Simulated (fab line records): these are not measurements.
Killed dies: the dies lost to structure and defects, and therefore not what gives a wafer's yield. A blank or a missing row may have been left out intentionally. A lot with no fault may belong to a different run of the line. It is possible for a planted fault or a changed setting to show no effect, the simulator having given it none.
fab line records	flow nand_harc	part 1 of 2: steps 1 to 4 of 6
record: lots: 22	wafers: 66	last_day: 25
route steps=1159 shown A_CHANNEL_FILL_D1@517 A_STAIRCASE@530
lots untouched by any fault: they come from a run of this same line in which no faults occurred
start_h: the number of hours between the record's first day and the start of the first shown wafer of the lot	wait_h: hours elapsed since this lot's preceding step	" as in the row above	L1.1+2: one row covering several wafers at once	- either no value or no given start	* or withheld: withheld	< > ~ a bound
route shown NAME@n: names a module that has steps shown in the file, with the first one's number in the route	usual: mean/standard deviation of fault-free wafers	same: alike in all rows	chamber/n: place in a boat	sites: the reading at each site	_std_site: how widely they spread, as a standard deviation	_edge_site: outer sites' mean less inner sites'	radius_mm: for every site, how far away it sits from the centre of the wafer	mask NAME#n: copy n	behind: the most recent tool/chamber to have shaped the wafer	hold: cause of the lot's hold/its duration in hours/its outcome	device: names the non-switching transistor (n, p or np)	end of line: tests run on the same wafers once the route is complete	step lacking rows: just its recipe	killed: dies lost to structure and defects at the first sort, not the wafer's yield	map: shows each die of a wafer: x if killed, . if not, _ if none is there
set.NAME: setting as actually run; set.NAME@STEP: the setting as run at that earlier step	model.NAME: the simulator's own value behind a step, which no gauge read
the route's steps for a sample of lots (tables are steps, rows are wafers)
services: a tool's chamber out of use, with start hour (start_h, from the record's first day; less than 0 if before it), hours out, and reason
== steps ==
step: NHARC_A_CHANNEL_FILL_D1_RTA_24
recipe: temp_c: 1000	time_s: 5
usual: lamp_power_pct: 27.2/2.6	lamp_zone_4_pct: 27.2/2.6	lamp_zone_7_pct: 27.6/2.6	wafer_temp_C_max: 1005.6/1.8
lot.wafer	tool	chamber	start_h	wait_h	lamp_power_pct	lamp_zone_4_pct	lamp_zone_7_pct	wafer_temp_C_max
L075.2	rtp_anneal-02	0	229.15	0.4	24.6	24.6	25.0	1004.0
L075.3	"	0	"	"	24.6	24.6	25.0	1004.0
L075.4	"	0	"	"	24.6	24.6	24.9	1003.5
L074.1	rtp_anneal-02	0	229.29	0.5	24.6	24.6	25.0	1004.1
L074.5	"	0	"	"	24.6	24.6	25.0	1004.3
L074.6	"	0	"	"	24.6	24.6	25.0	1005.5
L077.3	rtp_anneal-01	0	245.96	0.1	29.8	29.8	30.2	1006.9
L077.4	"	0	"	"	29.8	29.7	30.3	1010.0
L077.6	"	0	"	"	29.7	29.8	30.3	1005.0
L076.3	rtp_anneal-01	0	249.07	0.1	29.7	29.8	30.2	1007.4
L076.4	"	0	"	"	29.8	29.7	30.3	1005.6
L076.5	"	0	"	"	29.8	29.8	30.2	1007.3
L079.4	rtp_anneal-02	0	257.25	0.2	24.6	24.6	25.0	1004.9
L079.5	"	0	"	"	24.6	24.6	25.0	1004.1
L079.6	"	0	"	"	24.6	24.6	25.0	1005.6
L078.2	rtp_anneal-02	0	257.37	0.3	24.6	24.6	25.0	1003.8
L078.5	"	0	"	"	24.7	24.6	25.0	1003.7
L078.6	"	0	"	"	24.6	24.6	25.0	1003.1
L081.1	rtp_anneal-02	0	263.03	0.0	24.6	24.6	25.0	1004.9
L081.3	"	0	"	"	24.6	24.5	25.0	1003.5
L081.4	"	0	"	"	24.6	24.6	25.0	1002.7
L080.2	rtp_anneal-01	0	263.07	0.1	29.7	29.8	30.3	1009.4
L080.5	"	0	"	"	29.7	29.7	30.3	1009.2
L080.6	"	0	"	"	29.8	29.8	30.3	1006.4
L082.2	rtp_anneal-01	0	280.71	0.1	29.8	29.7	30.2	1005.8
L082.5	"	0	"	"	29.8	29.8	30.3	1007.2
L082.6	"	0	"	"	29.7	29.8	30.2	1004.4
L083.1	rtp_anneal-02	0	280.83	0.2	24.6	24.6	25.0	1002.2
L083.4	"	0	"	"	24.6	24.6	25.0	1004.4
L083.6	"	0	"	"	24.6	24.6	25.0	1003.2
L084.4	rtp_anneal-01	0	299.63	0.1	29.8	29.8	30.3	1006.8
L084.5	"	0	"	"	29.8	29.7	30.2	1007.2
L084.6	"	0	"	"	29.7	29.8	30.2	1006.1
L085.2	rtp_anneal-01	0	308.13	0.1	29.7	29.7	30.2	1007.9
L085.3	"	0	"	"	29.7	29.7	30.2	1008.5
L085.5	"	0	"	"	29.7	29.7	30.2	1009.4
L086.1	rtp_anneal-01	0	308.27	0.2	29.8	29.7	30.2	1009.2
L086.2	"	0	"	"	29.8	29.8	30.2	1007.3
L086.3	"	0	"	"	29.8	29.7	30.2	1007.4
L088.1	rtp_anneal-02	0	314.44	0.0	24.6	24.6	25.0	1003.4
L088.5	"	0	"	"	24.6	24.6	25.0	1004.4
L088.6	"	0	"	"	24.6	24.6	25.0	1003.1
L087.1	rtp_anneal-01	0	314.47	0.0	29.7	29.8	30.3	1006.7
L087.4	"	0	"	"	29.8	29.8	30.2	1009.0
L087.5	"	0	"	"	29.7	29.7	30.2	1008.0
L089.1	rtp_anneal-02	0	328.44	0.0	24.6	24.6	25.0	1004.7
L089.2	"	0	"	"	24.6	24.6	25.0	1004.7
L089.5	"	0	"	"	24.6	24.6	25.0	1004.3
L091.1	rtp_anneal-02	0	335.55	0.0	24.6	24.6	25.0	1004.2
L091.4	"	0	"	"	24.6	24.7	25.0	1003.8
L091.6	"	0	"	"	24.6	24.6	25.0	1003.8
L092.2	rtp_anneal-01	0	335.58	0.1	29.7	29.7	30.2	1006.1
L092.3	"	0	"	"	29.7	29.8	30.3	1007.3
L092.6	"	0	"	"	29.8	29.8	30.2	1006.9
L094.1	rtp_anneal-01	0	350.52	0.0	29.8	29.8	30.2	1007.5
L094.3	"	0	"	"	29.8	29.7	30.2	1007.9
L094.4	"	0	"	"	29.8	29.7	30.2	1007.2
L095.2	rtp_anneal-02	0	361.86	0.1	24.6	24.6	25.1	1002.7
L095.4	"	0	"	"	24.6	24.6	25.0	1005.1
L095.5	"	0	"	"	24.6	24.6	25.0	1003.0
L096.1	rtp_anneal-01	0	365.43	0.0	29.7	29.8	30.2	1004.9
L096.2	"	0	"	"	29.7	29.8	30.2	1006.1
L096.5	"	0	"	"	29.7	29.8	30.2	1005.7
L097.2	rtp_anneal-02	0	377.23	0.1	24.6	24.6	25.0	1004.8
L097.3	"	0	"	"	24.6	24.6	25.0	1004.0
L097.5	"	0	"	"	24.6	24.6	25.0	1004.0
step: NHARC_A_STAIRCASE_DESCUM_168
recipe: time_s: 3	o2_flow_sccm: 200	ar_flow_sccm: 0	bias_power_w: 0	chemistry: O2
usual: chamber_pressure_mTorr: 60.00/0.053	drypump_motor_current_A: 5.7/0.3	oes_product_au: 0.998/0.012	rf_vpp_V: 57.8/0.91	showerhead_plenum_p_Torr: 1.91/0.11	throttle_valve_pct: 11.311/0.0094
lot.wafer	tool	chamber	start_h	wait_h	chamber_pressure_mTorr	drypump_motor_current_A	oes_product_au	rf_hours_counter_h	rf_vpp_V	showerhead_plenum_p_Torr	throttle_valve_pct
L075.2	rie_diel-03	2	230.37	-	59.92	5.3	0.993	4	58.9	2.08	11.296
L075.4	"	0	"	"	60.03	5.3	1.007	3	57.1	1.85	11.321
L075.3	"	1	"	"	59.93	5.7	0.995	4	56.5	1.78	11.305
L074.1	rie_diel-02	0	230.64	-	60.07	5.8	1.000	29	58.3	1.92	11.326
L074.6	"	0	"	"	60.13	5.8	1.013	-	57.3	1.92	11.333
L074.5	"	1	"	"	60.01	5.6	0.980	-	57.8	1.93	11.318
L077.4	rie_diel-09	2	247.31	-	60.04	5.6	1.003	60	57.3	1.94	11.311
L077.3	"	0	"	"	60.01	5.6	1.011	61	57.1	1.82	11.319
L077.6	"	2	"	"	60.03	5.6	1.010	-	58.0	1.94	11.305
L076.3	rie_diel-02	3	250.22	-	60.00	5.6	0.997	33	58.7	1.81	11.313
L076.4	"	0	"	"	59.95	5.8	1.004	34	58.1	1.92	11.318
L076.5	"	0	"	"	60.02	5.8	1.007	-	57.8	1.92	11.297
L079.4	rie_diel-03	1	258.29	-	60.03	5.7	1.007	13	56.3	1.78	11.304
L079.5	"	1	"	"	59.94	5.7	1.012	-	57.9	1.78	11.323
L079.6	"	2	"	"	60.08	5.3	1.015	-	58.0	2.07	11.301
L078.2	rie_diel-03	2	258.63	-	59.91	5.3	0.997	13	59.7	2.07	11.317
L078.5	"	3	"	"	59.96	6.3	1.009	-	57.8	1.80	11.321
L078.6	"	0	"	"	59.95	5.3	1.014	-	57.1	1.85	11.324
L081.1	rie_diel-02	1	264.28	-	59.99	5.6	0.974	41	57.4	1.93	11.304
L081.4	"	2	"	"	60.05	5.9	0.990	38	58.9	2.06	11.308
L081.3	"	3	"	"	59.95	5.6	0.996	38	58.3	1.81	11.295
L080.2	rie_diel-02	0	264.48	-	59.97	5.8	0.999	39	57.1	1.92	11.316
L080.5	"	2	"	"	60.00	5.9	0.985	-	58.1	2.06	11.328
L080.6	"	3	"	"	60.09	5.5	0.988	-	56.1	1.81	11.312
L082.2	rie_diel-02	1	282.31	-	60.03	5.6	0.989	48	58.2	1.93	11.312
L082.6	"	1	"	"	60.02	5.6	0.974	-	58.2	1.93	11.314
L082.5	"	2	"	"	60.12	5.9	0.997	-	59.0	2.06	11.318
L083.1	rie_diel-02	2	282.53	-	60.01	5.9	1.000	44	59.1	2.06	11.306
L083.4	"	1	"	"	59.95	5.6	0.983	48	57.0	1.93	11.301
L083.6	"	3	"	"	60.05	5.5	0.999	-	59.4	1.81	11.315
L084.4	rie_diel-03	1	300.69	-	60.05	5.7	1.008	28	56.4	1.77	11.307
L084.5	"	2	"	"	60.00	5.3	1.016	-	57.6	2.07	11.305
L084.6	"	3	"	"	60.05	6.2	1.009	-	58.4	1.79	11.317
L085.2	rie_diel-03	2	309.34	-	59.88	5.3	0.996	31	59.2	2.07	11.302
L085.3	"	3	"	"	60.02	6.3	1.004	31	55.4	1.79	11.307
L085.5	"	3	"	"	60.01	6.2	0.994	-	58.6	1.79	11.306
L086.1	rie_diel-02	0	309.52	-	60.04	5.8	1.006	53	57.8	1.92	11.306
L086.3	"	1	"	"	60.05	5.6	0.972	56	56.4	1.93	11.321
L086.2	"	3	"	"	59.94	5.6	0.990	51	58.4	1.81	11.295
L088.1	rie_diel-02	1	315.79	-	60.00	5.6	0.986	58	56.9	1.92	11.301
L088.6	"	2	"	"	60.04	5.9	0.989	-	58.6	2.06	11.324
L088.5	"	3	"	"	59.96	5.5	0.988	-	56.5	1.81	11.310
L087.4	rie_diel-02	2	316.21	-	60.10	5.9	1.000	56	58.2	2.06	11.309
L087.1	"	1	"	"	60.04	5.6	0.980	59	58.1	1.92	11.314
L087.5	"	3	"	"	60.03	5.6	1.010	-	58.2	1.80	11.306
L089.2	rie_diel-09	1	329.75	-	60.06	5.2	0.999	23	58.7	2.00	11.316
L089.1	"	2	"	"	59.96	5.6	1.017	26	58.2	1.93	11.311
L089.5	"	2	"	"	60.10	5.6	1.016	-	56.6	1.93	11.316
L091.4	rie_diel-03	0	337.06	-	60.00	5.2	1.012	42	58.1	1.84	11.316
L091.1	"	3	"	"	59.96	6.2	0.983	44	55.7	1.79	11.322
L091.6	"	0	"	"	59.99	5.2	1.009	-	57.9	1.84	11.322
L092.2	rie_diel-02	0	337.23	-	59.97	5.8	1.016	0	57.5	1.91	11.328
L092.3	"	1	"	"	59.97	5.6	0.983	0	59.0	1.92	11.300
L092.6	"	3	"	"	59.95	5.5	0.986	-	57.3	1.80	11.300
L094.4	rie_diel-09	0	351.77	-	59.97	5.6	0.998	37	56.4	1.81	11.314
L094.1	"	2	"	"	60.00	5.6	1.008	35	58.0	1.93	11.320
L094.3	"	3	"	"	59.96	6.2	0.997	38	57.4	2.04	11.314
L095.4	rie_diel-09	0	363.58	-	59.93	5.6	1.020	41	56.9	1.80	11.308
L095.2	"	3	"	"	60.07	6.2	1.017	42	57.6	2.04	11.299
L095.5	"	1	"	"	60.00	5.2	1.002	-	58.8	2.00	11.301
L096.2	rie_diel-03	0	366.68	-	59.87	5.2	1.010	55	57.3	1.83	11.311
L096.1	"	1	"	"	60.08	5.7	0.987	53	57.5	1.77	11.326
L096.5	"	3	"	"	60.06	6.2	0.978	-	57.8	1.78	11.326
L097.2	rie_diel-03	2	378.44	-	59.91	5.3	0.999	57	58.6	2.06	11.321
L097.3	"	0	"	"	59.93	5.3	1.009	57	56.8	1.83	11.323
L097.5	"	2	"	"	60.03	5.3	1.002	-	57.9	2.06	11.301
step: NHARC_A_STAIRCASE_ETCH_19
recipe: target_depth_a: 1000	time_s: 40.5	ion_energy_ev: 400	c4f8_flow_sccm: 20	o2_flow_sccm: 10	ar_flow_sccm: withheld	rf_w: 600	bias_w: 1000	chemistry: C4F8/O2
usual: chamber_pressure_mTorr: 25.000/0.023	oes_product_au: 0.944/0.012	rf_vpp_V: 896/6.7
lot.wafer	tool	chamber	start_h	wait_h	chamber_pressure_mTorr	oes_product_au	rf_hours_counter_h	rf_vpp_V
L075.3	rie_diel-02	1	-	-	24.998	0.917	31	897
L075.2	"	2	"	"	24.916	0.934	31	906
L075.4	"	3	"	"	24.995	0.937	29	888
L074.1	rie_diel-02	2	-	-	24.998	0.943	31	905
L074.5	"	0	"	"	24.994	0.937	-	898
L074.6	"	1	"	"	24.981	0.911	-	898
L077.4	rie_diel-03	1	-	-	25.018	0.959	9	888
L077.3	"	0	"	"	25.007	0.970	8	892
L077.6	"	1	"	"	24.988	0.954	-	888
L076.4	rie_diel-09	1	-	-	24.999	0.949	62	900
L076.3	"	2	"	"	25.050	0.949	60	897
L076.5	"	0	"	"	24.989	0.944	-	888
L079.4	rie_diel-03	0	-	-	25.008	0.949	13	894
L079.6	"	1	"	"	25.016	0.958	-	890
L079.5	"	2	"	"	25.014	0.946	-	905
L078.2	rie_diel-02	2	-	-	24.987	0.926	37	905
L078.6	"	3	"	"	24.966	0.919	-	889
L078.5	"	0	"	"	24.984	0.938	-	896
L081.1	rie_diel-09	2	-	-	24.977	0.952	4	897
L081.3	"	0	"	"	24.987	0.967	3	891
L081.4	"	1	"	"	25.001	0.935	2	901
L080.2	rie_diel-09	1	-	-	25.030	0.924	2	901
L080.5	"	3	"	"	25.016	0.933	-	906
L080.6	"	0	"	"	24.989	0.954	-	890
L083.1	rie_diel-09	3	-	-	24.957	0.947	12	904
L083.4	"	1	"	"	25.006	0.915	9	901
L083.6	"	0	"	"	25.027	0.949	-	890
L082.2	rie_diel-03	3	-	-	24.980	0.936	25	889
L082.6	"	3	"	"	24.997	0.936	-	888
L082.5	"	0	"	"	25.043	0.942	-	892
L084.4	rie_diel-03	3	-	-	24.974	0.945	30	889
L084.5	"	0	"	"	24.979	0.952	-	893
L084.6	"	1	"	"	25.002	0.951	-	888
L085.2	rie_diel-09	3	-	-	24.985	0.955	21	904
L085.3	"	2	"	"	25.022	0.942	19	897
L085.5	"	0	"	"	24.927	0.937	-	890
L086.3	rie_diel-03	3	-	-	24.979	0.956	33	886
L086.2	"	0	"	"	24.999	0.962	31	892
L086.1	"	2	"	"	25.004	0.944	33	906
L088.1	rie_diel-03	0	-	-	24.994	0.963	35	891
L088.5	"	0	"	"	24.989	0.968	-	891
L088.6	"	1	"	"	25.003	0.949	-	887
L087.1	rie_diel-09	1	-	-	25.002	0.935	19	900
L087.4	"	3	"	"	24.986	0.936	25	904
L087.5	"	2	"	"	24.951	0.938	-	895
L089.1	rie_diel-03	2	-	-	24.995	0.961	41	904
L089.2	"	3	"	"	25.007	0.952	42	888
L089.5	"	0	"	"	25.003	0.965	-	891
L091.1	rie_diel-09	3	-	-	25.059	0.954	33	905
L091.4	"	1	"	"	25.001	0.928	28	902
L091.6	"	2	"	"	25.027	0.954	-	896
L092.2	rie_diel-03	0	-	-	24.990	0.956	44	891
L092.3	"	2	"	"	24.971	0.959	45	907
L092.6	"	0	"	"	25.004	0.953	-	891
L094.4	rie_diel-09	2	-	-	24.982	0.947	37	899
L094.3	"	0	"	"	25.014	0.947	38	890
L094.1	"	1	"	"	25.002	0.935	35	901
L095.2	rie_diel-03	0	-	-	25.014	0.927	55	891
L095.4	"	2	"	"	25.000	0.944	55	905
L095.5	"	3	"	"	24.998	0.922	-	886
L096.1	rie_diel-03	3	-	-	24.998	0.944	57	887
L096.2	"	1	"	"	25.028	0.940	54	887
L096.5	"	2	"	"	25.027	0.941	-	905
L097.3	rie_diel-09	3	-	-	25.012	0.953	48	903
L097.2	"	0	"	"	25.008	0.955	47	889
L097.5	"	1	"	"	24.982	0.928	-	903
step: NHARC_A_STAIRCASE_ETCH_27
recipe: target_depth_a: 1000	time_s: 40.5	ion_energy_ev: 400	c4f8_flow_sccm: 20	o2_flow_sccm: 10	ar_flow_sccm: withheld	rf_w: 600	bias_w: 1000	chemistry: C4F8/O2
usual: chamber_pressure_mTorr: 24.997/0.025	oes_product_au: 0.943/0.013	rf_vpp_V: 896/6.7
lot.wafer	tool	chamber	start_h	wait_h	chamber_pressure_mTorr	oes_product_au	rf_hours_counter_h	rf_vpp_V
L075.3	rie_diel-09	1	-	-	25.038	0.950	59	902
L075.4	"	2	"	"	24.952	0.964	57	897
L075.2	"	0	"	"	25.035	0.952	58	889
L074.1	rie_diel-02	3	-	-	25.022	0.939	30	889
L074.6	"	3	"	"	24.987	0.940	-	889
L074.5	"	0	"	"	25.002	0.948	-	897
L077.4	rie_diel-03	0	-	-	25.009	0.959	9	893
L077.3	"	1	"	"	24.968	0.959	10	887
L077.6	"	0	"	"	25.003	0.947	-	892
L076.4	rie_diel-02	3	-	-	24.981	0.938	34	889
L076.3	"	0	"	"	25.012	0.945	35	896
L076.5	"	2	"	"	25.017	0.929	-	905
L079.4	rie_diel-02	0	-	-	25.006	0.943	39	895
L079.6	"	3	"	"	24.935	0.938	-	890
L079.5	"	0	"	"	25.015	0.940	-	897
L078.2	rie_diel-02	0	-	-	24.957	0.956	39	896
L078.6	"	2	"	"	25.002	0.923	-	907
L078.5	"	3	"	"	24.995	0.931	-	889
L081.1	rie_diel-03	3	-	-	24.965	0.936	19	889
L081.4	"	0	"	"	25.006	0.947	18	892
L081.3	"	1	"	"	25.013	0.936	18	886
L080.2	rie_diel-02	3	-	-	24.978	0.917	41	890
L080.6	"	1	"	"	25.001	0.909	-	897
L080.5	"	2	"	"	25.002	0.928	-	905
L083.4	rie_diel-09	2	-	-	24.992	0.959	11	897
L083.1	"	3	"	"	25.035	0.940	13	905
L083.6	"	3	"	"	24.997	0.945	-	905
L082.2	rie_diel-02	1	-	-	25.009	0.933	50	897
L082.5	"	1	"	"	25.006	0.936	-	897
L082.6	"	2	"	"	24.980	0.945	-	906
L084.4	rie_diel-03	3	-	-	25.000	0.971	30	889
L084.5	"	3	"	"	25.003	0.960	-	887
L084.6	"	0	"	"	24.958	0.950	-	892
L085.2	rie_diel-09	3	-	-	25.010	0.944	21	905
L085.3	"	1	"	"	25.010	0.936	17	901
L085.5	"	0	"	"	25.031	0.949	-	890
L086.2	rie_diel-03	0	-	-	24.972	0.959	32	891
L086.1	"	1	"	"	24.976	0.949	32	887
L086.3	"	3	"	"	24.961	0.952	33	888
L088.1	rie_diel-02	2	-	-	24.997	0.927	57	904
L088.5	"	0	"	"	24.990	0.951	-	897
L088.6	"	1	"	"	24.961	0.917	-	896
L087.1	rie_diel-03	3	-	-	25.017	0.944	36	888
L087.4	"	0	"	"	24.974	0.940	35	892
L087.5	"	0	"	"	25.019	0.948	-	892
L089.2	rie_diel-03	3	-	-	25.028	0.948	43	886
L089.1	"	1	"	"	25.040	0.951	41	886
L089.5	"	0	"	"	24.987	0.944	-	889
L091.1	rie_diel-03	3	-	-	24.995	0.958	46	889
L091.4	"	0	"	"	25.009	0.956	44	892
L091.6	"	1	"	"	25.007	0.947	-	888
L092.3	rie_diel-09	1	-	-	25.008	0.950	28	902
L092.2	"	2	"	"	25.024	0.946	31	896
L092.6	"	2	"	"	24.999	0.960	-	898
L094.4	rie_diel-09	1	-	-	25.016	0.944	35	902
L094.1	"	2	"	"	25.003	0.954	37	898
L094.3	"	3	"	"	24.974	0.961	40	904
L095.4	rie_diel-02	2	-	-	24.961	0.947	11	907
L095.2	"	3	"	"	24.997	0.939	11	888
L095.5	"	3	"	"	24.942	0.956	-	889
L096.2	rie_diel-03	0	-	-	24.994	0.952	56	891
L096.1	"	2	"	"	24.987	0.933	55	904
L096.5	"	1	"	"	24.992	0.945	-	886
L097.3	rie_diel-09	1	-	-	24.976	0.923	43	901
L097.2	"	2	"	"	24.956	0.944	45	896
L097.5	"	0	"	"	24.991	0.952	-	889
